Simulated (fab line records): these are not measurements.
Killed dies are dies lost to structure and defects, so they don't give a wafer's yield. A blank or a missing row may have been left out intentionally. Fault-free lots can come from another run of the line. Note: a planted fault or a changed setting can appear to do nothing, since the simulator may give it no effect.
Chamber matching + flow nand_harc + NHARC_A_M1_PRE_CLEAN_32 on pecvd-04 has 3 sister chambers
The step time 12 s. 14 wafers are shown with their chamber, then 7 later ones without.

## WAFERS PAIRED WITH THEIR CHAMBERS
| wafer  | chamber | rf_fwd_power_W (W) | heater_power_w (W) |
|--------|---------|--------------------|--------------------|
| L076.1 | 2       | 293.0              | 596                |
| L076.3 | 1       | 291.3              | 603                |
| L076.4 | 0       | 292.0              | 589                |
| L078.1 | 0       | 292.8              | 613                |
| L078.2 | 1       | 291.8              | 599                |
| L078.4 | 1       | 292.1              | 606                |
| L081.4 | 1       | 291.8              | 515                |
| L081.5 | 2       | 292.5              | 621                |
| L081.6 | 0       | 293.3              | 627                |
| L087.2 | 2       | 290.9              | 595                |
| L087.4 | 1       | 292.9              | 596                |
| L087.6 | 2       | 291.8              | 598                |
| L086.2 | 1       | 292.8              | 615                |
| L086.3 | 0       | 293.5              | 556                |

SIGNATURES (averages over the wafers above)
| reading        | chamber 0 | chamber 1 | chamber 2 | scatter within a chamber |
|----------------|-----------|-----------|-----------|--------------------------|
| rf_fwd_power_W | 292.900   | 292.117   | 292.050   | 0.725                    |
| heater_power_w | 596.25    | 589.00    | 602.50    | 30.4                     |
Rule: for a wafer and a chamber, the distance is found by dividing, reading by reading, the gap between the wafer's reading and the chamber's mean by the reading's scatter, squaring, summing and taking the root. If the next closest chamber is less than 2 further off than the closest, the wafer can't be placed; otherwise it belongs to the closest. The scatter is the square root of a quotient: the sum, over the shown wafers, of each reading's squared deviation from its chamber's mean, divided by wafers minus chambers.

## WAFERS WITH NO CHAMBER GIVEN
| wafer  | rf_fwd_power_W (W) | heater_power_w (W) |
|--------|--------------------|--------------------|
| L086.6 | 292.4              | 545                |
| L090.2 | 292.7              | 658                |
| L090.5 | 292.7              | 549                |
| L090.6 | 292.1              | 686                |
| L092.1 | 291.7              | 685                |
| L092.3 | 291.5              | 660                |
| L092.4 | 293.8              | 609                |

## CHAMBER TAKEN BY EACH
| wafer  | from the rows above          | in truth |
|--------|------------------------------|----------|
| L086.6 | can't be placed: 1 or 0 or 2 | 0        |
| L090.2 | can't be placed: 2 or 0 or 1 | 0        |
| L090.5 | can't be placed: 1 or 0 or 2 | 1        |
| L090.6 | can't be placed: 2 or 0 or 1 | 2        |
| L092.1 | can't be placed: 2 or 1 or 0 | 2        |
| L092.3 | can't be placed: 2 or 1 or 0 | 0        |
| L092.4 | can't be placed: 0 or 1 or 2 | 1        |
Placed correctly: 0 of 7. Unplaceable from these rows: 7, with the true chamber sitting among the candidates in 7. 0 placed wrongly.
